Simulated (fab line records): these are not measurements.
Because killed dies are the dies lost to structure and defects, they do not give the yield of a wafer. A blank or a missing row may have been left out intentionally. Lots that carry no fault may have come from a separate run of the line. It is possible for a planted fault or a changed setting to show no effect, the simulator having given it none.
Chamber matching | flow nandHarc | 4 sister chambers for NHARC_A_STAIRCASE_TRIM_220 on rieDiel-03
The step chemistry O2, time 211.2 s. 8 wafers are shown with their chamber, then 11 later ones without.

== EACH WAFER AND ITS CHAMBER ==
wafer  | chamber | showerheadPlenumPTorr (Torr) | drypumpMotorCurrentA (A)
L078.5 | 3       | 3.71                         | 5.90
L080.2 | 0       | 3.44                         | 6.17
L081.1 | 1       | 3.27                         | 6.21
L081.5 | 1       | 3.27                         | 6.19
L085.2 | 3       | 3.70                         | 5.95
L085.3 | 2       | 3.36                         | 5.98
L085.5 | 0       | 3.43                         | 6.16
L090.1 | 2       | 3.35                         | 5.99

== WAFERS WHOSE CHAMBER IS MISSING ==
wafer  | showerheadPlenumPTorr (Torr) | drypumpMotorCurrentA (A)
L090.3 | 3.80                         | 6.19
L090.5 | 3.80                         | 6.17
L091.4 | 3.42                         | 6.17
L091.5 | 3.69                         | 5.93
L091.6 | 3.42                         | 6.16
L093.2 | 3.35                         | 6.01
L093.5 | 3.79                         | 6.17
L093.6 | 3.42                         | 6.16
L095.1 | 3.34                         | 6.00
L095.4 | 3.42                         | 6.16
L095.6 | 3.68                         | 5.90

== THE CHAMBER EACH PASSED THROUGH ==
wafer  | from the rows above | in truth
L090.3 | 3                   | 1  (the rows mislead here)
L090.5 | 3                   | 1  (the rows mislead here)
L091.4 | 0                   | 0
L091.5 | 3                   | 3
L091.6 | 0                   | 0
L093.2 | 2                   | 2
L093.5 | 3                   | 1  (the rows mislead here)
L093.6 | 0                   | 0
L095.1 | 2                   | 2
L095.4 | 0                   | 0
L095.6 | 3                   | 3
Correct placement for 8 of the 11. Number that these rows cannot place: 0. Placed wrongly: 3.
How it was worked out, from the rows above alone: a wafer's distance from a chamber is the root of the sum, over the readings, of the square of ((its reading less the chamber's mean) divided by the reading's scatter). If the next closest chamber is less than 2 further off than the closest, the wafer can't be placed; otherwise it belongs to the closest. Each chamber's mean is taken over the wafers shown for it. The scatter: the root of (the sum of the squares of (reading less its chamber's mean) over the shown wafers, divided by (wafers less chambers)).
